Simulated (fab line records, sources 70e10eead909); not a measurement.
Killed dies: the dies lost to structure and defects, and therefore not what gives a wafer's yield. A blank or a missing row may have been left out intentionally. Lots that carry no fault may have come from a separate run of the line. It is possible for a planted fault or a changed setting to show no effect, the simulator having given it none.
The same fault as seen by 3 desks | flow nand-harc | each desk holds nothing but its own numbers, with what lay behind them at the end

== THE DEFECT DESK ==
Inspection counts along the route, by lot: the mean over sampled wafers that carry a number. If a lot's mean is further than 4 standard deviations from the usual mean, the lot is out of limits and carries the mark OUT (the distance appears in the brackets).
Columns: A = raw-defect-count at NHARC_P_M1_INSPECT_27, usual 319
lot  | first seen here | A
L148 | day 6 17:49     | 267
L150 | day 7 08:46     | 665
L152 | day 8 08:40     | 286
L153 | day 8 22:20     | 303
L154 | day 9 01:07     | 330
L157 | day 10 15:51    | 374
L162 | day 12 11:47    | 377
L161 | day 12 12:13    | 236
L163 | day 13 06:25    | 337
L164 | day 13 13:43    | 187
L165 | day 13 15:33    | 185
Result from this desk: across the 11 lots, nothing is out of limits.

== FROM THE METROLOGY DESK ==
Means of the sampled wafers that have a number, per lot and without regard to the tool the lot ran on: this is what the gauges read. If a lot's mean is further than 4 standard deviations from the usual mean, the lot is out of limits and carries the mark OUT (the distance appears in the brackets).
Columns: A = overlay-x-nm at NHARC_P_M1_OVL_MEAS_10, usual -0.1 nm; B = overlay-y-nm at NHARC_P_M1_OVL_MEAS_10, usual 0.2 nm
lot  | first seen here | A    | B
L148 | day 6 15:08     | 0.4  | 1.0
L150 | day 7 05:38     | -0.9 | -1.0
L152 | day 8 05:59     | -0.7 | 0.7
L153 | day 8 16:56     | 0.0  | 0.0
L154 | day 8 22:25     | 1.1  | 0.8
L157 | day 10 13:08    | -0.4 | -0.2
L162 | day 12 08:37    | -1.3 | 0.6
L161 | day 12 09:32    | -0.2 | -0.3
L163 | day 13 03:41    | 0.2  | 0.1
L164 | day 13 11:03    | 1.6  | 0.8
L165 | day 13 12:53    | 0.6  | -0.2
Result from this desk: across the 11 lots, nothing is out of limits.

== DESK OF THE TOOL OWNER: rie-diel-04 ==
The tool's own readings at NHARC_P_M1_ETCH_28 (etches the open film in CF4/N2, target depth 30 nm, time 72.99 s): means of the sampled wafers that have a number, for each lot that ran on this tool. If a lot's mean is further than 4 standard deviations from the usual mean, the lot is out of limits and carries the mark OUT (the distance appears in the brackets).
Columns: A = bias-w at NHARC_P_M1_ETCH_28, usual 100.0 W; B = drypump-motor-current-A at NHARC_P_M1_ETCH_28, usual 5.7 A; C = oes-product-au at NHARC_P_M1_ETCH_28, usual 0.998 a.u.; D = rf-vpp-V at NHARC_P_M1_ETCH_28, usual 313.8 V; E = showerhead-plenum-p-Torr at NHARC_P_M1_ETCH_28, usual 2.61 Torr; F = throttle-valve-pct at NHARC_P_M1_ETCH_28, usual 19.794 %
lot  | first seen here | A     | B   | C                | D     | E    | F
L148 | day 6 15:51     | 100.0 | 5.4 | 0.991            | 315.4 | 2.71 | 19.789
L152 | day 8 06:43     | 100.2 | 5.4 | 0.999            | 315.2 | 2.68 | 19.789
L162 | day 12 09:51    | 100.1 | 5.4 | 0.944 (-5.4) OUT | 314.9 | 2.67 | 19.796
L163 | day 13 04:27    | 100.4 | 5.6 | 0.944 (-5.4) OUT | 315.5 | 2.67 | 19.800
This desk's finding: out of limits on L162, L163; first on L162, day 12 09:51 (oes-product-au at NHARC_P_M1_ETCH_28). L148, L152: within limits.

== TAKEN TOGETHER ==
At day 12 09:51, on L162, L163, the tool owner's desk was in a position to raise an alarm.
Nothing out of limits was seen by the defect desk.
At the metrology desk, nothing out of limits was observed.
The defect desk has L162, L163 on record, within its limits.
The metrology desk has L162, L163 on record, within its limits.
Of the lots named, all ran NHARC_P_M1_ETCH_28 on rie-diel-04.

== WHAT THE SIMULATOR HAD INSERTED ==
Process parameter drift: rie-diel-04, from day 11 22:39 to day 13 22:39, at NHARC_P_M1_ETCH_28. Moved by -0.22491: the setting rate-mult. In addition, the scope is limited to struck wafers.
Struck lots among those shown: L162, L163.
Time in hours from fault onset to the first out-of-limits reading at each desk: the tool owner's desk, 11.
